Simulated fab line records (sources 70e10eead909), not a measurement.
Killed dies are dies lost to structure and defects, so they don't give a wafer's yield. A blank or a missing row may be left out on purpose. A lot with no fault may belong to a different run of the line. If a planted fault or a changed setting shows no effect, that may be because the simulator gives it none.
Chamber matching | flow nand-harc | rie-diel-11 running NHARC_A_BLC_STRIP_21: 4 sister chambers
The step strips in O2. 24 wafers are shown with their chamber, then 12 later ones without.

## EACH WAFER AND ITS CHAMBER
wafer  | chamber | showerhead-plenum-p-Torr (Torr) | drypump-motor-current-A (A) | oes-product-au (a.u.)
L075.1 | 1       | 3.70                            | 6.4                         | 1.016
L075.4 | 2       | 3.58                            | 5.9                         | 1.008
L075.5 | 1       | 3.70                            | 6.4                         | 1.005
L077.2 | 2       | 3.58                            | 6.0                         | 1.010
L077.4 | 3       | 3.69                            | 6.3                         | 0.999
L077.5 | 0       | 3.45                            | 5.8                         | 0.992
L078.1 | 0       | 3.45                            | 5.8                         | 0.989
L078.2 | 2       | 3.58                            | 6.0                         | 1.009
L078.6 | 0       | 3.45                            | 5.8                         | 0.989
L080.1 | 3       | 3.68                            | 6.2                         | 0.989
L080.2 | 0       | 3.45                            | 5.8                         | 0.995
L080.6 | 2       | 3.57                            | 5.9                         | 1.027
L081.1 | 0       | 3.45                            | 5.8                         | 0.992
L081.4 | 2       | 3.57                            | 5.9                         | 1.013
L081.5 | 1       | 3.70                            | 6.5                         | 1.007
L082.3 | 2       | 3.57                            | 6.0                         | 1.014
L082.4 | 0       | 3.45                            | 5.8                         | 0.986
L082.5 | 3       | 3.69                            | 6.2                         | 0.985
L084.1 | 3       | 3.68                            | 6.2                         | 1.019
L084.4 | 0       | 3.45                            | 5.8                         | 0.987
L084.5 | 0       | 3.45                            | 5.8                         | 0.994
L087.1 | 3       | 3.68                            | 6.2                         | 1.004
L087.2 | 1       | 3.69                            | 6.5                         | 1.010
L087.3 | 2       | 3.57                            | 6.0                         | 0.987

SIGNATURES, as means of the wafers listed above
reading                  | chamber 0 | chamber 1 | chamber 2 | chamber 3 | scatter within a chamber
showerhead-plenum-p-Torr | 3.4500    | 3.6975    | 3.5743    | 3.6840    | 0.00428
drypump-motor-current-A  | 5.800     | 6.450     | 5.957     | 6.220     | 0.0419
oes-product-au           | 0.99050   | 1.00950   | 1.00971   | 0.99920   | 0.00925
Rule: for a wafer and a chamber, the distance is found by dividing, reading by reading, the gap between the wafer's reading and the chamber's mean by the reading's scatter, squaring, summing and taking the root. If the next closest chamber is less than 2 further off than the closest, the wafer can't be placed; otherwise it belongs to the closest. How the scatter is found: for the shown wafers, subtract from each reading the mean of its chamber, square and add these, divide the total by (wafers less chambers), then take the root.

## WAFERS WITHOUT THEIR CHAMBER
wafer  | showerhead-plenum-p-Torr (Torr) | drypump-motor-current-A (A) | oes-product-au (a.u.)
L086.1 | 3.45                            | 5.8                         | 0.995
L086.3 | 3.69                            | 6.4                         | 1.012
L086.4 | 3.68                            | 6.2                         | 1.022
L091.2 | 3.45                            | 5.8                         | 0.998
L091.3 | 3.57                            | 6.0                         | 0.971
L091.4 | 3.69                            | 6.5                         | 0.998
L093.1 | 3.68                            | 6.2                         | 1.016
L093.2 | 3.45                            | 5.8                         | 0.999
L093.5 | 3.45                            | 5.8                         | 1.001
L097.1 | 3.69                            | 6.5                         | 0.994
L097.3 | 3.45                            | 5.8                         | 0.996
L097.5 | 3.45                            | 5.8                         | 1.004

## THE CHAMBER EACH PASSED THROUGH
wafer  | from the rows above | in truth
L086.1 | 0                   | 0
L086.3 | 1                   | 1
L086.4 | 3                   | 3
L091.2 | 0                   | 0
L091.3 | 2                   | 2
L091.4 | 1                   | 1
L093.1 | 3                   | 3
L093.2 | 0                   | 0
L093.5 | 0                   | 0
L097.1 | 1                   | 1
L097.3 | 0                   | 0
L097.5 | 0                   | 0
Placed correctly: 12 of 12. Can't be placed from these rows: 0. 0 placed wrongly.
